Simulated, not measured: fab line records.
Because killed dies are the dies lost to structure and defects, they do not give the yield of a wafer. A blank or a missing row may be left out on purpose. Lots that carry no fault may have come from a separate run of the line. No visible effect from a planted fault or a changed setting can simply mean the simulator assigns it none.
Matching of chambers    flow nand-harc    NHARC_A_CHANNEL_FILL_D1_STRIP_28 on rie-diel-01: 4 sister chambers
The step strips in O2, time 20 s. 16 wafers are shown with their chamber, then 7 later ones without.

WAFERS WITH THEIR CHAMBER
wafer   chamber  drypump-motor-current-A (A)  oes-product-au (a.u.)  throttle-valve-pct (%)
L997.1  0        5.4                          1.011                  17.019
L997.2  3        6.6                          0.998                  17.030
L997.4  2        5.8                          0.985                  17.036
L998.1  3        6.6                          0.996                  17.036
L998.2  1        6.4                          1.004                  17.041
L998.6  0        5.3                          1.005                  17.040
L101.3  1        6.5                          1.007                  17.024
L101.4  0        5.4                          1.002                  17.030
L101.6  0        5.4                          0.995                  17.026
L104.2  2        5.8                          1.002                  17.046
L104.3  3        6.6                          1.009                  17.048
L104.5  3        6.6                          1.013                  17.038
L109.1  2        5.8                          0.998                  17.033
L109.2  1        6.4                          1.002                  17.038
L116.3  1        6.4                          1.004                  17.026
L116.4  2        5.8                          0.993                  17.032

SIGNATURES (averages over the wafers above)
reading                  chamber 0  chamber 1  chamber 2  chamber 3  scatter within a chamber
drypump-motor-current-A  5.375      6.425      5.800      6.600      0.0354
oes-product-au           1.00325    1.00425    0.99450    1.00400    0.00654
throttle-valve-pct       17.02875   17.03225   17.03675   17.03800   0.00784
Rule: a wafer's distance from a chamber is the root of the sum, over the readings, of the square of ((its reading less the chamber's mean) divided by the reading's scatter). If the next closest chamber is less than 2 further off than the closest, the wafer can't be placed; otherwise it belongs to the closest. How the scatter is found: for the shown wafers, subtract from each reading the mean of its chamber, square and add these, divide the total by (wafers less chambers), then take the root.

WAFERS WITHOUT THEIR CHAMBER
wafer   drypump-motor-current-A (A)  oes-product-au (a.u.)  throttle-valve-pct (%)
L116.5  5.8                          0.994                  17.056
L118.1  6.5                          1.000                  17.032
L118.3  5.3                          1.015                  17.040
L118.5  6.6                          1.000                  17.042
L119.2  6.6                          0.991                  17.025
L119.3  6.5                          1.005                  17.046
L119.6  5.8                          1.001                  17.052

WHICH CHAMBER EACH ONE RAN IN
wafer   from the rows above      in truth
L116.5  2                        2
L118.1  can't be placed: 1 or 3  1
L118.3  0                        0
L118.5  3                        3
L119.2  3                        3
L119.3  can't be placed: 1 or 3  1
L119.6  2                        2
Correctly placed: 5 of 7. These rows do not allow placing 2 (true chamber among the candidates in 2). Wrongly placed: 0.
